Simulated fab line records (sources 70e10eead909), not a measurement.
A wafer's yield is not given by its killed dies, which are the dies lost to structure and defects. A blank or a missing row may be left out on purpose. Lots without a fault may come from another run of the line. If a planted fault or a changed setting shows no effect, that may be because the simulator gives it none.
Which of the tools did it? :: flow nandHarc :: 45 wafers from 15 lots sampled at 4 of the route's 1159 steps

== WHAT THE GAUGES READ, wafer by wafer ==
Not one reading of a measure or inspect step in the record can be checked against a usual standard deviation.

== EACH LOT AND THE TOOL THAT RAN IT (in order: tool; ch and the chambers of the sampled wafers; start) ==
lot: L350
NHARC_P_ZERO_WELL_PEB_09: lithoTrack-05 ch 0, day 1 13:04
NHARC_P_GATE_DESCUM_31: rieDiel-06 ch 1,2,3, day 4 17:36
NHARC_P_M0_DEGAS_28: pvdSputter-02, day 6 01:09
NHARC_P_M0_DEP_32: pecvd-02 ch 0,1,2, day 6 02:52

lot: L352
NHARC_P_ZERO_WELL_PEB_09: lithoTrack-05 ch 0, day 2 01:02
NHARC_P_GATE_DESCUM_31: rieDiel-11 ch 1,3, day 5 12:19
NHARC_P_M0_DEGAS_28: pvdSputter-02, day 6 22:25
NHARC_P_M0_DEP_32: pecvd-03 ch 0,1,2, day 7 00:09

lot: L353
NHARC_P_ZERO_WELL_PEB_09: lithoTrack-02 ch 0, day 2 07:02
NHARC_P_GATE_DESCUM_31: rieDiel-06 ch 0,1, day 5 11:53
NHARC_P_M0_DEGAS_28: pvdSputter-01, day 6 13:38
NHARC_P_M0_DEP_32: pecvd-02 ch 0,1,2, day 6 15:46

lot: L354
NHARC_P_ZERO_WELL_PEB_09: lithoTrack-02 ch 0, day 2 13:10
NHARC_P_GATE_DESCUM_31: rieDiel-06 ch 1,2,3, day 5 11:39
NHARC_P_M0_DEGAS_28: pvdSputter-01, day 6 18:44
NHARC_P_M0_DEP_32: pecvd-03 ch 0,1,2, day 6 20:31

lot: L355
NHARC_P_ZERO_WELL_PEB_09: lithoTrack-02 ch 0, day 2 19:09
NHARC_P_GATE_DESCUM_31: rieDiel-11 ch 0,1,3, day 6 00:01
NHARC_P_M0_DEGAS_28: pvdSputter-02, day 7 02:08
NHARC_P_M0_DEP_32: pecvd-02 ch 1,2, day 7 03:56

lot: L358
NHARC_P_ZERO_WELL_PEB_09: lithoTrack-05 ch 0, day 3 13:09
NHARC_P_GATE_DESCUM_31: rieDiel-11 ch 0,1,2, day 6 17:55
NHARC_P_M0_DEGAS_28: pvdSputter-02, day 7 20:06
NHARC_P_M0_DEP_32: pecvd-03 ch 0,1,2, day 7 21:50

lot: L359
NHARC_P_ZERO_WELL_PEB_09: lithoTrack-03 ch 0, day 3 19:10
NHARC_P_GATE_DESCUM_31: rieDiel-09 ch 2,3, day 6 18:05
NHARC_P_M0_DEGAS_28: pvdSputter-03, day 7 20:38
NHARC_P_M0_DEP_32: pecvd-02 ch 1,2, day 7 22:20

lot: L361
NHARC_P_ZERO_WELL_PEB_09: lithoTrack-02 ch 0, day 4 07:09
NHARC_P_GATE_DESCUM_31: rieDiel-09 ch 0,1,3, day 7 04:44
NHARC_P_M0_DEGAS_28: pvdSputter-02, day 8 09:53
NHARC_P_M0_DEP_32: pecvd-03 ch 0,1, day 8 11:40

lot: L366
NHARC_P_ZERO_WELL_PEB_09: lithoTrack-05, day 5 13:10
NHARC_P_GATE_DESCUM_31: -
NHARC_P_M0_DEGAS_28: -
NHARC_P_M0_DEP_32: -

lot: L367
NHARC_P_ZERO_WELL_PEB_09: lithoTrack-03, day 5 19:10
NHARC_P_GATE_DESCUM_31: -
NHARC_P_M0_DEGAS_28: -
NHARC_P_M0_DEP_32: -

lot: L368
NHARC_P_ZERO_WELL_PEB_09: lithoTrack-02, day 6 01:07
NHARC_P_GATE_DESCUM_31: -
NHARC_P_M0_DEGAS_28: -
NHARC_P_M0_DEP_32: -

lot: L370
NHARC_P_ZERO_WELL_PEB_09: lithoTrack-03 ch 0, day 6 13:10
NHARC_P_GATE_DESCUM_31: rieDiel-11 ch 0,2,3, day 9 20:31
NHARC_P_M0_DEGAS_28: pvdSputter-02, day 10 21:50
NHARC_P_M0_DEP_32: pecvd-02 ch 1,2, day 10 23:32

lot: L371
NHARC_P_ZERO_WELL_PEB_09: lithoTrack-03 ch 0, day 6 19:02
NHARC_P_GATE_DESCUM_31: rieDiel-06 ch 1,3, day 9 20:44
NHARC_P_M0_DEGAS_28: pvdSputter-01, day 11 00:21
NHARC_P_M0_DEP_32: pecvd-03 ch 0,1, day 11 02:04

lot: L372
NHARC_P_ZERO_WELL_PEB_09: lithoTrack-05 ch 0, day 7 01:10
NHARC_P_GATE_DESCUM_31: rieDiel-11 ch 1,3, day 10 03:50
NHARC_P_M0_DEGAS_28: pvdSputter-01, day 11 08:22
NHARC_P_M0_DEP_32: pecvd-04 ch 0,1,2, day 11 10:06

lot: L373
NHARC_P_ZERO_WELL_PEB_09: lithoTrack-02 ch 0, day 7 07:10
NHARC_P_GATE_DESCUM_31: rieDiel-09 ch 0,1,2, day 10 11:52
NHARC_P_M0_DEGAS_28: pvdSputter-03, day 11 16:26
NHARC_P_M0_DEP_32: pecvd-02 ch 0,1, day 11 18:16
- NHARC_P_ZERO_WELL_PEB_09: peb time 80 s.
- NHARC_P_GATE_DESCUM_31: chemistry O2, time 3 s.
- NHARC_P_M0_DEGAS_28: time 60 s.
- NHARC_P_M0_DEP_32: deposits SiCN, target thk 30 nm.

== WHAT THE TOOLS THEMSELVES READ (means of the sampled wafers that have a number; where no wafer has one, the mark that the record gives instead) ==
NHARC_P_ZERO_WELL_PEB_09.
lot: L350
tool: lithoTrack-05
chillPlateTempC (C): 22.92
exhaustPa (Pa): 45.9
heaterPowerTotalW (W): 189.8
plateTempC (C): 128.11

lot: L352
tool: lithoTrack-05
chillPlateTempC (C): 22.94
exhaustPa (Pa): 43.8
heaterPowerTotalW (W): 190.7
plateTempC (C): 127.84

lot: L353
tool: lithoTrack-02
chillPlateTempC (C): 22.94
exhaustPa (Pa): 44.8
heaterPowerTotalW (W): 190.1
plateTempC (C): 128.16

lot: L354
tool: lithoTrack-02
chillPlateTempC (C): 23.18
exhaustPa (Pa): 44.9
heaterPowerTotalW (W): 189.4
plateTempC (C): 127.98

lot: L355
tool: lithoTrack-02
chillPlateTempC (C): 23.01
exhaustPa (Pa): 44.7
heaterPowerTotalW (W): 189.3
plateTempC (C): 128.17

lot: L358
tool: lithoTrack-05
chillPlateTempC (C): 22.98
exhaustPa (Pa): 47.0
heaterPowerTotalW (W): 189.1
plateTempC (C): 128.10

lot: L359
tool: lithoTrack-03
chillPlateTempC (C): 23.12
exhaustPa (Pa): 46.4
heaterPowerTotalW (W): 189.5
plateTempC (C): 128.06

lot: L361
tool: lithoTrack-02
chillPlateTempC (C): 23.18
exhaustPa (Pa): 44.5
heaterPowerTotalW (W): 190.0
plateTempC (C): 128.09

lot: L366
tool: lithoTrack-05
chillPlateTempC (C): -
exhaustPa (Pa): -
heaterPowerTotalW (W): -
plateTempC (C): -

lot: L367
tool: lithoTrack-03
chillPlateTempC (C): -
exhaustPa (Pa): -
heaterPowerTotalW (W): -
plateTempC (C): -

lot: L368
tool: lithoTrack-02
chillPlateTempC (C): -
exhaustPa (Pa): -
heaterPowerTotalW (W): -
plateTempC (C): -

lot: L370
tool: lithoTrack-03
chillPlateTempC (C): 23.10
exhaustPa (Pa): 45.5
heaterPowerTotalW (W): 189.5
plateTempC (C): 127.85

lot: L371
tool: lithoTrack-03
chillPlateTempC (C): 22.86
exhaustPa (Pa): 44.3
heaterPowerTotalW (W): 189.2
plateTempC (C): 127.89

lot: L372
tool: lithoTrack-05
chillPlateTempC (C): 22.92
exhaustPa (Pa): 44.9
heaterPowerTotalW (W): 189.9
plateTempC (C): 127.92

lot: L373
tool: lithoTrack-02
chillPlateTempC (C): 22.92
exhaustPa (Pa): 44.6
heaterPowerTotalW (W): 189.8
plateTempC (C): 128.02

NHARC_P_GATE_DESCUM_31.
lot: L350
tool: rieDiel-06
drypumpMotorCurrentA (A): 5.7
o2FlowSccm (sccm): 199.9
oesProductAu (a.u.): 1.002
rfVppV (V): 58.7
showerheadPlenumPTorr (Torr): 1.94
throttleValvePct (%): 11.307

lot: L352
tool: rieDiel-11
drypumpMotorCurrentA (A): 5.7
o2FlowSccm (sccm): 200.1
oesProductAu (a.u.): 1.005
rfVppV (V): 58.6
showerheadPlenumPTorr (Torr): 2.02
throttleValvePct (%): 11.314

lot: L353
tool: rieDiel-06
drypumpMotorCurrentA (A): 5.9
o2FlowSccm (sccm): 199.7
oesProductAu (a.u.): 1.000
rfVppV (V): 57.0
showerheadPlenumPTorr (Torr): 1.85
throttleValvePct (%): 11.319

lot: L354
tool: rieDiel-06
drypumpMotorCurrentA (A): 5.7
o2FlowSccm (sccm): 199.8
oesProductAu (a.u.): 1.002
rfVppV (V): 58.1
showerheadPlenumPTorr (Torr): 1.94
throttleValvePct (%): 11.311

lot: L355
tool: rieDiel-11
drypumpMotorCurrentA (A): 5.5
o2FlowSccm (sccm): 199.6
oesProductAu (a.u.): 0.999
rfVppV (V): 57.6
showerheadPlenumPTorr (Torr): 1.95
throttleValvePct (%): 11.312

lot: L358
tool: rieDiel-11
drypumpMotorCurrentA (A): 5.4
o2FlowSccm (sccm): 200.0
oesProductAu (a.u.): 1.011
rfVppV (V): 58.3
showerheadPlenumPTorr (Torr): 1.94
throttleValvePct (%): 11.317

lot: L359
tool: rieDiel-09
drypumpMotorCurrentA (A): 6.3
o2FlowSccm (sccm): 199.8
oesProductAu (a.u.): 0.999
rfVppV (V): 58.4
showerheadPlenumPTorr (Torr): 1.96
throttleValvePct (%): 11.313

lot: L361
tool: rieDiel-09
drypumpMotorCurrentA (A): 5.6
o2FlowSccm (sccm): 199.7
oesProductAu (a.u.): 0.998
rfVppV (V): 58.3
showerheadPlenumPTorr (Torr): 1.95
throttleValvePct (%): 11.317

lot: L370
tool: rieDiel-11
drypumpMotorCurrentA (A): 5.4
o2FlowSccm (sccm): 199.6
oesProductAu (a.u.): 0.998
rfVppV (V): 58.5
showerheadPlenumPTorr (Torr): 1.95
throttleValvePct (%): 11.317

lot: L371
tool: rieDiel-06
drypumpMotorCurrentA (A): 6.0
o2FlowSccm (sccm): 200.2
oesProductAu (a.u.): 0.997
rfVppV (V): 56.9
showerheadPlenumPTorr (Torr): 1.89
throttleValvePct (%): 11.305

lot: L372
tool: rieDiel-11
drypumpMotorCurrentA (A): 5.6
o2FlowSccm (sccm): 199.7
oesProductAu (a.u.): 1.011
rfVppV (V): 58.4
showerheadPlenumPTorr (Torr): 2.03
throttleValvePct (%): 11.313

lot: L373
tool: rieDiel-09
drypumpMotorCurrentA (A): 5.6
o2FlowSccm (sccm): 200.4
oesProductAu (a.u.): 1.009
rfVppV (V): 57.5
showerheadPlenumPTorr (Torr): 1.94
throttleValvePct (%): 11.308

NHARC_P_M0_DEGAS_28.
lot: L350
tool: pvdSputter-02
heaterPowerW (W): 343

lot: L352
tool: pvdSputter-02
heaterPowerW (W): 317

lot: L353
tool: pvdSputter-01
heaterPowerW (W): 322

lot: L354
tool: pvdSputter-01
heaterPowerW (W): 356

lot: L355
tool: pvdSputter-02
heaterPowerW (W): 316

lot: L358
tool: pvdSputter-02
heaterPowerW (W): 323

lot: L359
tool: pvdSputter-03
heaterPowerW (W): 331

lot: L361
tool: pvdSputter-02
heaterPowerW (W): 314

lot: L370
tool: pvdSputter-02
heaterPowerW (W): 344

lot: L371
tool: pvdSputter-01
heaterPowerW (W): 307

lot: L372
tool: pvdSputter-01
heaterPowerW (W): 300

lot: L373
tool: pvdSputter-03
heaterPowerW (W): 327

NHARC_P_M0_DEP_32.
lot: L350
tool: pecvd-02
heaterPowerOuterW (W): 302
heaterPowerW (W): 516

lot: L352
tool: pecvd-03
heaterPowerOuterW (W): 348
heaterPowerW (W): 627

lot: L353
tool: pecvd-02
heaterPowerOuterW (W): 321
heaterPowerW (W): 542

lot: L354
tool: pecvd-03
heaterPowerOuterW (W): 399
heaterPowerW (W): 707

lot: L355
tool: pecvd-02
heaterPowerOuterW (W): 330
heaterPowerW (W): 521

lot: L358
tool: pecvd-03
heaterPowerOuterW (W): 370
heaterPowerW (W): 667

lot: L359
tool: pecvd-02
heaterPowerOuterW (W): 307
heaterPowerW (W): 526

lot: L361
tool: pecvd-03
heaterPowerOuterW (W): 365
heaterPowerW (W): 667

lot: L370
tool: pecvd-02
heaterPowerOuterW (W): 332
heaterPowerW (W): 531

lot: L371
tool: pecvd-03
heaterPowerOuterW (W): 349
heaterPowerW (W): 659

lot: L372
tool: pecvd-04
heaterPowerOuterW (W): 285
heaterPowerW (W): 547

lot: L373
tool: pecvd-02
heaterPowerOuterW (W): 316
heaterPowerW (W): 524

== THE ANSWER, worked out from the rows above alone ==
Rule: usual is defined by the lots themselves. The widest of any qualifying gaps counts: lots, ordered by their means at a reading, are off when they make up no more than a third of the lots, leave a main group of 4 or more, and stand apart from it by 3 or more times the standard deviation of that group's means. A main group whose means are all the same, to the digits that the tables above print for the reading, isn't used. Also off: a lot with no number at a reading for which 4 or more lots have one. The other lots that the step has rows for count as sound. After the gauges, taken in route order, come the tools' own readings; for these a lot's mean is taken, as printed above. At the first step where some lot is off, the reading lying furthest off is the one used; lots without a number count as furthest.
Off: L366, L367, L368 (NHARC_P_ZERO_WELL_PEB_09, chillPlateTempC). Without a number there: L366, L367, L368. Mean 23.01 C and standard deviation 0.11 in the main group.
A tool fits if, at that step or a process step before it, it ran every lot that is off, and no sound lot after the first of them. None of those tried fits.

== WHAT THE SIMULATOR HAD PUT IN ==
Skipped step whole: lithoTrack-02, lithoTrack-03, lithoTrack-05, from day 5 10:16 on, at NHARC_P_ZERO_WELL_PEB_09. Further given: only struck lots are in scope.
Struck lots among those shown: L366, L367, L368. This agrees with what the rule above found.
